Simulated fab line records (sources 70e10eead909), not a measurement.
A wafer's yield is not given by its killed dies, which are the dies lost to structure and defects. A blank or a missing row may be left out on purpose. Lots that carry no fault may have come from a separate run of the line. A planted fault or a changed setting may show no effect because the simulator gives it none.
fab line records :: flow nandHarc
[record]
  lots = 6
  wafers = 18
  lastDay = 24
route steps=1159 shown P_ZERO_WELL@35 END@1159
lots that met no fault: from a run of the same line without faults
startH: hours from the record's first day to the start of the lot's first wafer shown :: waitH: hours elapsed since this lot's preceding step :: " identical to the entry in the row above :: L1.1+2: a single row standing in for several wafers :: - no value, or no start given :: * or withheld: withheld :: < > ~ a bound
route shown NAME@n: a module of which the file shows steps, and the number in the route of the first :: usual: mean/standard deviation of fault-free wafers :: same: alike in all rows :: chamber/n: place in a boat :: sites: readings site by site :: _std_site: standard deviation of those values :: _edge_site: inner sites' mean taken away from outer sites' mean :: radiusMm: for every site, how far away it sits from the centre of the wafer :: mask NAME#n: copy n :: behind: the last tool/chamber to shape the wafer :: hold: the reason the lot was held/the length of the hold in hours/how it ended :: device: names the non-switching transistor (n, p or np) :: end of line: tests of these same wafers at the route's end :: step lacking rows: just its recipe :: killed: at the first sort, the dies lost to defects and structure; wafer yield is something else :: map: a wafer's dies, x killed, . not, _ none there
set.NAME: the setting that was run; set.NAME@STEP: the one run at that earlier step :: model.NAME: the simulator's own value behind a step, which no gauge read
certain route steps with their lots: each step a table, each wafer a row
services: when a tool's chamber went out of use (startH, in hours from the record's first day, below 0 if earlier), for how many hours, and the reason
[[steps]]
[step NHARC_P_ZERO_WELL_STRIP_28]
[recipe]
  timeS = 840
  tempC = 130
  chemistry = SPM
[step NHARC_P_ZERO_WELL_DEHYDRATE_29]
[recipe]
  tempC = 150
  timeS = 120
[step NHARC_P_ZERO_WELL_HMDS_30]
[recipe]
  timeS = 30
[step NHARC_P_ZERO_WELL_COAT_31]
[recipe]
  spinRpm = withheld
[step NHARC_P_ZERO_WELL_SOFTBAKE_32]
[recipe]
  tempC = 122
  timeS = 95
[step NHARC_P_ZERO_WELL_EBR_33]
[step NHARC_P_ZERO_WELL_EXPOSE_34]
[recipe]
  na = 0.6
  targetCdNm = 720
  doseMj = 22.31
  maskId = P_PWELL
[step NHARC_P_ZERO_WELL_PEB_35]
[recipe]
  pebTempC = 118
  pebTimeS = 85
[step NHARC_P_ZERO_WELL_DEVELOP_36]
[recipe]
  timeS = 70
[step NHARC_P_ZERO_WELL_CD_MEAS_37]
[recipe]
  targetCdNm = 720
  landingEnergyEv = 500
[usual]
  cdNm = 720.3/1.3
lot.wafer: L955.1
tool: cdSem-02
chamber: 0
startH: 16.53
waitH: -
cdNm: 718.6

lot.wafer: L955.3
tool: cdSem-02
chamber: 0
startH: 16.53
waitH: -
cdNm: 719.6

lot.wafer: L955.5
tool: cdSem-02
chamber: 0
startH: 16.53
waitH: -
cdNm: 719.9

lot.wafer: L957.1
tool: cdSem-01
chamber: 0
startH: 28.23
waitH: -
cdNm: 718.6

lot.wafer: L957.4
tool: cdSem-01
chamber: 0
startH: 28.23
waitH: -
cdNm: 719.5

lot.wafer: L957.6
tool: cdSem-01
chamber: 0
startH: 28.23
waitH: -
cdNm: 719.7

lot.wafer: L971.4
tool: cdSem-03
chamber: 0
startH: 112.06
waitH: -
cdNm: 719.4

lot.wafer: L971.5
tool: cdSem-03
chamber: 0
startH: 112.06
waitH: -
cdNm: 719.0

lot.wafer: L971.6
tool: cdSem-03
chamber: 0
startH: 112.06
waitH: -
cdNm: 717.6

lot.wafer: L972.1
tool: cdSem-03
chamber: 0
startH: 118.15
waitH: -
cdNm: 721.5

lot.wafer: L972.2
tool: cdSem-03
chamber: 0
startH: 118.15
waitH: -
cdNm: 718.8

lot.wafer: L972.3
tool: cdSem-03
chamber: 0
startH: 118.15
waitH: -
cdNm: 720.4

lot.wafer: L973.3
tool: cdSem-03
chamber: 0
startH: 124.03
waitH: -
cdNm: 719.0

lot.wafer: L973.4
tool: cdSem-03
chamber: 0
startH: 124.03
waitH: -
cdNm: 720.0

lot.wafer: L973.5
tool: cdSem-03
chamber: 0
startH: 124.03
waitH: -
cdNm: 720.5

lot.wafer: L977.2
tool: cdSem-01
chamber: 0
startH: 148.65
waitH: -
cdNm: 719.1

lot.wafer: L977.5
tool: cdSem-01
chamber: 0
startH: 148.65
waitH: -
cdNm: 718.1

lot.wafer: L977.6
tool: cdSem-01
chamber: 0
startH: 148.65
waitH: -
cdNm: 720.0
[step NHARC_P_ZERO_WELL_HARDBAKE_38]
[recipe]
  tempC = 125
  timeS = 80
[step NHARC_P_ZERO_WELL_DESCUM_39]
[recipe]
  timeS = 3
  o2FlowSccm = 200
  arFlowSccm = 0
  biasPowerW = 0
  chemistry = O2
[usual]
  drypumpMotorCurrentA = 5.8/0.4
  mfcArSccm = 0.003/0.0062
  oesProductAu = 0.999/0.0069
  rfVppV = 57.6/0.78
  showerheadPlenumPTorr = 1.87/0.039
  throttleValvePct = 11.311/0.0092
[same]
  biasPowerW = 0
lot.wafer: L955.3
tool: rieDiel-07
chamber: 2
startH: 16.70
waitH: -
drypumpMotorCurrentA: 5.2
mfcArSccm: 0.020
oesProductAu: 1.006
rfHoursCounterH: 10
rfVppV: 58.6
showerheadPlenumPTorr: 1.92
throttleValvePct: 11.314

lot.wafer: L955.1
tool: rieDiel-07
chamber: 0
startH: 16.70
waitH: -
drypumpMotorCurrentA: 5.8
mfcArSccm: 0.010
oesProductAu: 0.998
rfHoursCounterH: 9
rfVppV: 57.7
showerheadPlenumPTorr: 1.86
throttleValvePct: 11.298

lot.wafer: L955.5
tool: rieDiel-07
chamber: 2
startH: 16.70
waitH: -
drypumpMotorCurrentA: 5.2
mfcArSccm: 0.020
oesProductAu: 0.995
rfHoursCounterH: -
rfVppV: 59.2
showerheadPlenumPTorr: 1.92
throttleValvePct: 11.306

lot.wafer: L957.4
tool: rieDiel-07
chamber: 2
startH: 28.39
waitH: -
drypumpMotorCurrentA: 5.2
mfcArSccm: 0.020
oesProductAu: 1.005
rfHoursCounterH: 10
rfVppV: 59.1
showerheadPlenumPTorr: 1.92
throttleValvePct: 11.302

lot.wafer: L957.1
tool: rieDiel-07
chamber: 0
startH: 28.39
waitH: -
drypumpMotorCurrentA: 5.8
mfcArSccm: 0.010
oesProductAu: 1.013
rfHoursCounterH: 9
rfVppV: 58.2
showerheadPlenumPTorr: 1.86
throttleValvePct: 11.304

lot.wafer: L957.6
tool: rieDiel-07
chamber: 3
startH: 28.39
waitH: -
drypumpMotorCurrentA: 6.7
mfcArSccm: 0
oesProductAu: 1.000
rfHoursCounterH: -
rfVppV: 58.1
showerheadPlenumPTorr: 1.85
throttleValvePct: 11.328

lot.wafer: L971.4
tool: rieDiel-10
chamber: 3
startH: 112.21
waitH: -
drypumpMotorCurrentA: 6.1
mfcArSccm: 0
oesProductAu: 0.993
rfHoursCounterH: 6
rfVppV: 56.5
showerheadPlenumPTorr: 1.80
throttleValvePct: 11.309

lot.wafer: L971.5
tool: rieDiel-10
chamber: 3
startH: 112.21
waitH: -
drypumpMotorCurrentA: 6.1
mfcArSccm: 0
oesProductAu: 0.996
rfHoursCounterH: -
rfVppV: 57.0
showerheadPlenumPTorr: 1.80
throttleValvePct: 11.307

lot.wafer: L971.6
tool: rieDiel-10
chamber: 0
startH: 112.21
waitH: -
drypumpMotorCurrentA: 5.4
mfcArSccm: 0.000
oesProductAu: 0.994
rfHoursCounterH: -
rfVppV: 58.0
showerheadPlenumPTorr: 1.85
throttleValvePct: 11.311

lot.wafer: L972.3
tool: rieDiel-10
chamber: 1
startH: 118.33
waitH: -
drypumpMotorCurrentA: 5.5
mfcArSccm: 0
oesProductAu: 0.998
rfHoursCounterH: 5
rfVppV: 57.3
showerheadPlenumPTorr: 1.88
throttleValvePct: 11.318

lot.wafer: L972.1
tool: rieDiel-10
chamber: 2
startH: 118.33
waitH: -
drypumpMotorCurrentA: 6.0
mfcArSccm: 0.001
oesProductAu: 0.994
rfHoursCounterH: 5
rfVppV: 57.4
showerheadPlenumPTorr: 1.88
throttleValvePct: 11.294

lot.wafer: L972.2
tool: rieDiel-10
chamber: 0
startH: 118.33
waitH: -
drypumpMotorCurrentA: 5.4
mfcArSccm: 0.000
oesProductAu: 1.002
rfHoursCounterH: 7
rfVppV: 56.9
showerheadPlenumPTorr: 1.85
throttleValvePct: 11.324

lot.wafer: L973.4
tool: rieDiel-10
chamber: 1
startH: 124.19
waitH: -
drypumpMotorCurrentA: 5.5
mfcArSccm: 0
oesProductAu: 0.993
rfHoursCounterH: 6
rfVppV: 57.6
showerheadPlenumPTorr: 1.88
throttleValvePct: 11.303

lot.wafer: L973.3
tool: rieDiel-10
chamber: 2
startH: 124.19
waitH: -
drypumpMotorCurrentA: 6.0
mfcArSccm: 0.001
oesProductAu: 0.987
rfHoursCounterH: 6
rfVppV: 57.7
showerheadPlenumPTorr: 1.88
throttleValvePct: 11.324

lot.wafer: L973.5
tool: rieDiel-10
chamber: 1
startH: 124.19
waitH: -
drypumpMotorCurrentA: 5.5
mfcArSccm: 0
oesProductAu: 0.999
rfHoursCounterH: -
rfVppV: 57.4
showerheadPlenumPTorr: 1.88
throttleValvePct: 11.309

lot.wafer: L977.2
tool: rieDiel-07
chamber: 1
startH: 148.82
waitH: -
drypumpMotorCurrentA: 5.6
mfcArSccm: 0
oesProductAu: 0.998
rfHoursCounterH: 8
rfVppV: 57.3
showerheadPlenumPTorr: 1.91
throttleValvePct: 11.298

lot.wafer: L977.6
tool: rieDiel-07
chamber: 0
startH: 148.82
waitH: -
drypumpMotorCurrentA: 5.9
mfcArSccm: 0.010
oesProductAu: 0.994
rfHoursCounterH: -
rfVppV: 57.4
showerheadPlenumPTorr: 1.86
throttleValvePct: 11.297

lot.wafer: L977.5
tool: rieDiel-07
chamber: 1
startH: 148.82
waitH: -
drypumpMotorCurrentA: 5.7
mfcArSccm: 0
oesProductAu: 0.997
rfHoursCounterH: -
rfVppV: 57.3
showerheadPlenumPTorr: 1.91
throttleValvePct: 11.320
[step NHARC_P_ZERO_WELL_IMPLANT_40]
[recipe]
  energyKev = 300
  doseCm2 = 1e+13
  tiltDeg = 7
[usual]
  doseIonsCm2 = 1e+13/1.1e+10
  faradayCurrentUA = 126.8/2.4
lot.wafer: L955.1
tool: implanter-02
chamber: 0
startH: 16.95
waitH: 0.2
doseIonsCm2: 1.0005e+13
faradayCurrentUA: 127.4

lot.wafer: L955.3
tool: implanter-02
chamber: 0
startH: 16.95
waitH: 0.2
doseIonsCm2: 9.991e+12
faradayCurrentUA: 122.2

lot.wafer: L955.5
tool: implanter-02
chamber: 0
startH: 16.95
waitH: 0.2
doseIonsCm2: 9.996e+12
faradayCurrentUA: 129.6

lot.wafer: L957.1
tool: implanter-01
chamber: 0
startH: 28.54
waitH: 0.1
doseIonsCm2: 9.995e+12
faradayCurrentUA: 125.7

lot.wafer: L957.4
tool: implanter-01
chamber: 0
startH: 28.54
waitH: 0.1
doseIonsCm2: 9.982e+12
faradayCurrentUA: 129.8

lot.wafer: L957.6
tool: implanter-01
chamber: 0
startH: 28.54
waitH: 0.1
doseIonsCm2: 9.996e+12
faradayCurrentUA: 127.9

lot.wafer: L971.4
tool: implanter-02
chamber: 0
startH: 112.45
waitH: 0.2
doseIonsCm2: 7.356e+12
faradayCurrentUA: 93.7

lot.wafer: L971.5
tool: implanter-02
chamber: 0
startH: 112.45
waitH: 0.2
doseIonsCm2: 7.32e+12
faradayCurrentUA: 93.1

lot.wafer: L971.6
tool: implanter-02
chamber: 0
startH: 112.45
waitH: 0.2
doseIonsCm2: 7.333e+12
faradayCurrentUA: 92.1

lot.wafer: L972.1
tool: implanter-02
chamber: 0
startH: 118.47
waitH: 0.1
doseIonsCm2: 7.357e+12
faradayCurrentUA: 92.9

lot.wafer: L972.2
tool: implanter-02
chamber: 0
startH: 118.47
waitH: 0.1
doseIonsCm2: 7.367e+12
faradayCurrentUA: 93.9

lot.wafer: L972.3
tool: implanter-02
chamber: 0
startH: 118.47
waitH: 0.1
doseIonsCm2: 7.371e+12
faradayCurrentUA: 94.1

lot.wafer: L973.3
tool: implanter-01
chamber: 0
startH: 124.40
waitH: 0.2
doseIonsCm2: 9.989e+12
faradayCurrentUA: 125.8

lot.wafer: L973.4
tool: implanter-01
chamber: 0
startH: 124.40
waitH: 0.2
doseIonsCm2: 9.989e+12
faradayCurrentUA: 126.7

lot.wafer: L973.5
tool: implanter-01
chamber: 0
startH: 124.40
waitH: 0.2
doseIonsCm2: 9.993e+12
faradayCurrentUA: 127.8

lot.wafer: L977.2
tool: implanter-01
chamber: 0
startH: 148.99
waitH: 0.2
doseIonsCm2: 1.0006e+13
faradayCurrentUA: 128.4

lot.wafer: L977.5
tool: implanter-01
chamber: 0
startH: 148.99
waitH: 0.2
doseIonsCm2: 9.992e+12
faradayCurrentUA: 125.5

lot.wafer: L977.6
tool: implanter-01
chamber: 0
startH: 148.99
waitH: 0.2
doseIonsCm2: 1.0003e+13
faradayCurrentUA: 129.0
[step NHARC_P_ZERO_WELL_IMPLANT_59]
[recipe]
  energyKev = 120
  doseCm2 = 5e+12
  tiltDeg = 7
[step NHARC_END_SORT_01]
[recipe]
  tempC = 25
[usual]
  killedAtArray = 29/11
  killedAtOther = 0.6/0.92
  killedAtPeriphery = 3.2/2
  killedDies = 33/11
  killedOpen = 3.2/2
  killedShort = 1.9/1.5
[same]
  grossDies = 677
lot.wafer: L955.1
tool: prober-01
chamber: 0
startH: 438.21
waitH: 2.5
killedAtArray: 22
killedAtOther: 0
killedAtPeriphery: 4
killedDies: 26
killedOpen: 4
killedShort: 0

lot.wafer: L955.3
tool: prober-01
chamber: 0
startH: 439.81
waitH: 3.1
killedAtArray: 20
killedAtOther: 0
killedAtPeriphery: 5
killedDies: 25
killedOpen: 2
killedShort: 1

lot.wafer: L955.5
tool: prober-01
chamber: 0
startH: 441.41
waitH: 3.7
killedAtArray: 20
killedAtOther: 1
killedAtPeriphery: 4
killedDies: 25
killedOpen: 4
killedShort: 2

lot.wafer: L957.1
tool: prober-02
chamber: 0
startH: 459.46
waitH: 2.5
killedAtArray: 18
killedAtOther: 0
killedAtPeriphery: 2
killedDies: 20
killedOpen: 2
killedShort: 3

lot.wafer: L957.4
tool: prober-02
chamber: 0
startH: 461.82
waitH: 3.4
killedAtArray: 17
killedAtOther: 2
killedAtPeriphery: 4
killedDies: 23
killedOpen: 6
killedShort: 3

lot.wafer: L957.6
tool: prober-02
chamber: 0
startH: 463.39
waitH: 3.9
killedAtArray: 25
killedAtOther: 0
killedAtPeriphery: 4
killedDies: 29
killedOpen: 2
killedShort: 1

lot.wafer: L971.4
tool: prober-02
chamber: 0
startH: 536.14
waitH: 3.4
killedAtArray: 35
killedAtOther: 1
killedAtPeriphery: 2
killedDies: 38
killedOpen: 3
killedShort: 1

lot.wafer: L971.5
tool: prober-02
chamber: 0
startH: 536.95
waitH: 3.7
killedAtArray: 35
killedAtOther: 0
killedAtPeriphery: 3
killedDies: 38
killedOpen: 7
killedShort: 1

lot.wafer: L971.6
tool: prober-02
chamber: 0
startH: 537.76
waitH: 4.0
killedAtArray: 31
killedAtOther: 2
killedAtPeriphery: 2
killedDies: 35
killedOpen: 3
killedShort: 4

lot.wafer: L972.1
tool: prober-01
chamber: 0
startH: 546.02
waitH: 2.5
killedAtArray: 29
killedAtOther: 0
killedAtPeriphery: 3
killedDies: 32
killedOpen: 1
killedShort: 0

lot.wafer: L972.2
tool: prober-01
chamber: 0
startH: 546.82
waitH: 2.8
killedAtArray: 48
killedAtOther: 0
killedAtPeriphery: 1
killedDies: 49
killedOpen: 1
killedShort: 2

lot.wafer: L972.3
tool: prober-01
chamber: 0
startH: 547.63
waitH: 3.1
killedAtArray: 28
killedAtOther: 0
killedAtPeriphery: 1
killedDies: 29
killedOpen: 3
killedShort: 2

lot.wafer: L977.2
tool: prober-01
chamber: 0
startH: 580.15
waitH: 2.8
killedAtArray: 28
killedAtOther: 0
killedAtPeriphery: 3
killedDies: 31
killedOpen: 5
killedShort: 4

lot.wafer: L977.5
tool: prober-01
chamber: 0
startH: 582.54
waitH: 3.7
killedAtArray: 33
killedAtOther: 1
killedAtPeriphery: 2
killedDies: 36
killedOpen: 6
killedShort: 1

lot.wafer: L977.6
tool: prober-01
chamber: 0
startH: 583.33
waitH: 4.0
killedAtArray: 31
killedAtOther: 0
killedAtPeriphery: 0
killedDies: 31
killedOpen: 1
killedShort: 5
// killed by level:class
L955.1 A_SLIT:chamberFilmFlake=8 A_CONTACT:chamberFilmFlake=4 A_CHANNEL_HOLE_D1:chamberFilmFlake=3 P_CONTACT:geometricParticle:open=2 A_CONTACT:geometricParticle:open=2 A_SGD_CUT:chamberFilmFlake=2 P_ZERO_WELL:chamberFilmFlake=1 P_STI:chamberFilmFlake=1
L955.3 A_SLIT:chamberFilmFlake=8 A_CONTACT:chamberFilmFlake=5 P_STI:chamberFilmFlake=3 A_WL_FILL:geometricParticle:open=1 A_CONTACT:geometricParticle:open=1 A_BLC:geometricParticle:short=1 P_ZERO_WELL:chamberFilmFlake=1 P_GATE:chamberFilmFlake=1
L955.5 A_SLIT:chamberFilmFlake=7 A_CONTACT:chamberFilmFlake=5 A_CHANNEL_HOLE_D1:chamberFilmFlake=2 A_WL_FILL:chamberFilmFlake=2 P_CONTACT:geometricParticle:open=1 P_M0:geometricParticle:open=1 A_CHANNEL_FILL_D1:geometricParticle:short=1 A_CONTACT:geometricParticle:short=1
L957.1 A_CHANNEL_HOLE_D1:chamberFilmFlake=8 A_ONON_D1:geometricParticle:short=2 A_STAIRCASE:chamberFilmFlake=2 A_CONTACT:chamberFilmFlake=2 P_M0:geometricParticle:open=1 A_WL_FILL:geometricParticle:short=1 A_BLC:geometricParticle:open=1 P_GATE:chamberFilmFlake=1
L957.4 A_CHANNEL_HOLE_D1:chamberFilmFlake=10 A_M0:geometricParticle:open=2 A_STAIRCASE:chamberFilmFlake=2 P_M0:geometricParticle:open=1 P_M1:geometricParticle:short=1 P_M2:geometricParticle:open=1 A_WL_FILL:geometricParticle:short=1 A_CONTACT:geometricParticle:open=1
L957.6 A_CHANNEL_HOLE_D1:chamberFilmFlake=17 A_STAIRCASE:chamberFilmFlake=4 P_GATE:chamberFilmFlake=2 P_M0:geometricParticle:open=1 P_M2:geometricParticle:open=1 A_WL_FILL:geometricParticle:short=1 A_ZERO_WELL:chamberFilmFlake=1 A_CONTACT:chamberFilmFlake=1
L971.4 A_CHANNEL_HOLE_D1:chamberFilmFlake=23 A_CONTACT:chamberFilmFlake=5 A_CONTACT:geometricParticle:open=2 A_STAIRCASE:chamberFilmFlake=2 A_M0:chamberFilmFlake=2 P_CONTACT:geometricParticle:open=1 A_SGD_CUT:geometricParticle:short=1 P_ZERO_WELL:chamberFilmFlake=1
L971.5 A_CHANNEL_HOLE_D1:chamberFilmFlake=20 A_STAIRCASE:chamberFilmFlake=5 P_CONTACT:geometricParticle:open=2 A_SGD_CUT:geometricParticle:open=2 A_CONTACT:chamberFilmFlake=2 A_SOURCE_PLATE:geometricParticle:open=1 A_CHANNEL_HOLE_D1:geometricParticle:open=1 A_BLC:geometricParticle:open=1
L971.6 A_CHANNEL_HOLE_D1:chamberFilmFlake=19 A_CONTACT:chamberFilmFlake=3 A_CONTACT:geometricParticle:open=2 A_STAIRCASE:chamberFilmFlake=2 THIN_TSV:chamberFilmFlake=2 P_M0:geometricParticle:open=1 A_CHANNEL_FILL_D1:geometricParticle:short=1 A_SGD_CUT:geometricParticle:short=1
L972.1 A_SLIT:chamberFilmFlake=9 A_CHANNEL_HOLE_D1:chamberFilmFlake=6 A_STAIRCASE:chamberFilmFlake=6 A_CONTACT:chamberFilmFlake=6 P_GATE:chamberFilmFlake=2 A_CONTACT:geometricParticle:open=1 P_STI:chamberFilmFlake=1 A_CHANNEL_FILL_D1:chamberFilmFlake=1
L972.2 A_SLIT:chamberFilmFlake=25 A_CONTACT:chamberFilmFlake=8 A_CHANNEL_HOLE_D1:chamberFilmFlake=6 A_STAIRCASE:chamberFilmFlake=3 A_WL_FILL:geometricParticle:short=1 A_CONTACT:geometricParticle:open=1 A_M0:geometricParticle:short=1 P_GATE:chamberFilmFlake=1
L972.3 A_SLIT:chamberFilmFlake=12 A_CHANNEL_HOLE_D1:chamberFilmFlake=7 A_STAIRCASE:chamberFilmFlake=2 P_CONTACT:geometricParticle:open=1 A_WL_FILL:geometricParticle:short=1 A_BLC:geometricParticle:open=1 A_M0:geometricParticle:open=1 A_M0:geometricParticle:short=1
L977.2 A_SLIT:chamberFilmFlake=12 A_CONTACT:chamberFilmFlake=4 A_CHANNEL_HOLE_D1:chamberFilmFlake=3 P_M0:geometricParticle:open=2 A_ONON_D1:geometricParticle:short=2 A_CHANNEL_FILL_D1:geometricParticle:open=1 A_STAIRCASE:geometricParticle:short=1 A_WL_FILL:geometricParticle:short=1
L977.5 A_CHANNEL_HOLE_D1:chamberFilmFlake=13 A_SLIT:chamberFilmFlake=11 A_BLC:geometricParticle:open=3 A_CONTACT:chamberFilmFlake=3 P_M0:geometricParticle:open=1 A_SGD_CUT:geometricParticle:open=1 A_M0:geometricParticle:open=1 A_M0:geometricParticle:short=1
L977.6 A_SLIT:chamberFilmFlake=15 A_CHANNEL_HOLE_D1:chamberFilmFlake=3 A_CHANNEL_FILL_D1:geometricParticle:short=2 A_WL_FILL:geometricParticle:short=2 A_STAIRCASE:chamberFilmFlake=2 A_WL_FILL:chamberFilmFlake=2 A_CONTACT:chamberFilmFlake=2 A_ONON_D1:geometricParticle:short=1
[[services]]
tool: rieDiel-10
chamber: -
startH: -0.50
hours: 9.0
kind: pm

tool: rieDiel-10
chamber: 0
startH: -0.50
hours: 9.0
kind: ventCycle

tool: rieDiel-10
chamber: 1
startH: -0.50
hours: 9.0
kind: ventCycle

tool: rieDiel-10
chamber: 2
startH: -0.50
hours: 9.0
kind: ventCycle

tool: rieDiel-10
chamber: 3
startH: -0.50
hours: 9.0
kind: ventCycle

tool: rieDiel-07
chamber: 0
startH: 5.92
hours: -
kind: clean

tool: rieDiel-07
chamber: 1
startH: 5.92
hours: -
kind: clean

tool: rieDiel-07
chamber: 2
startH: 5.92
hours: -
kind: clean

tool: rieDiel-07
chamber: 3
startH: 5.92
hours: -
kind: clean

tool: rieDiel-10
chamber: 0
startH: 8.50
hours: -
kind: clean

tool: rieDiel-10
chamber: 1
startH: 8.50
hours: -
kind: clean

tool: rieDiel-10
chamber: 2
startH: 8.50
hours: -
kind: clean

tool: implanter-02
chamber: -
startH: 10.39
hours: 4.1
kind: repair

tool: implanter-01
chamber: -
startH: 11.85
hours: 14.1
kind: repair

tool: implanter-02
chamber: -
startH: 22.31
hours: 47.9
kind: repair

tool: rieDiel-10
chamber: 2
startH: 30.06
hours: 2.9
kind: repair

tool: rieDiel-07
chamber: -
startH: 51.20
hours: 9.0
kind: pm

tool: rieDiel-07
chamber: 2
startH: 61.90
hours: 10.6
kind: repair

tool: implanter-01
chamber: -
startH: 83.36
hours: 1.0
kind: repair

tool: implanter-02
chamber: -
startH: 85.00
hours: 13.0
kind: pm

tool: rieDiel-10
chamber: 1
startH: 104.25
hours: 3.8
kind: repair

tool: rieDiel-07
chamber: 0
startH: 105.43
hours: 8.5
kind: repair

tool: implanter-01
chamber: -
startH: 125.22
hours: 1.1
kind: repair

tool: rieDiel-10
chamber: -
startH: 148.39
hours: 0.6
kind: repair
[[key]]
[firstSign]
  step = NHARC_P_ZERO_WELL_IMPLANT_40
  reading = doseIonsCm2
  direction = down
  sigmas = 99+
  usual = 1e+13
  struck = 7.351e+12
[effect]
  step = NHARC_P_ZERO_WELL_IMPLANT_40
  reading = faradayCurrentUA
  direction = down
  sigmas = 14
  usual = 126.8
  struck = 93.3
metAt NHARC_P_ZERO_WELL_IMPLANT_40
struckWafers L971.4,L971.5,L971.6,L972.1,L972.2,L972.3
testerLeftOut L971,L972
onsetBetween 16.95 112.45
[fault]
  kind = processParameterDrift
  tool = implanter-02
  chamber = -
  onsetH = 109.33
  steps = NHARC_P_ZERO_WELL_IMPLANT_40
  channel = doseCm2
  offset = -2.6451e+12
  shape = step
  endH = 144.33
  actsIn = theseRecipesOnly
  stated = 1e+13
// testerLeftOut: of these lots the tester's yield and bins aren't shown, on N5 and GAA mostly nor the transistor test; their killed dies are dies lost to structure and defects alone, not to doping, threshold or leakage, so they don't give the yield
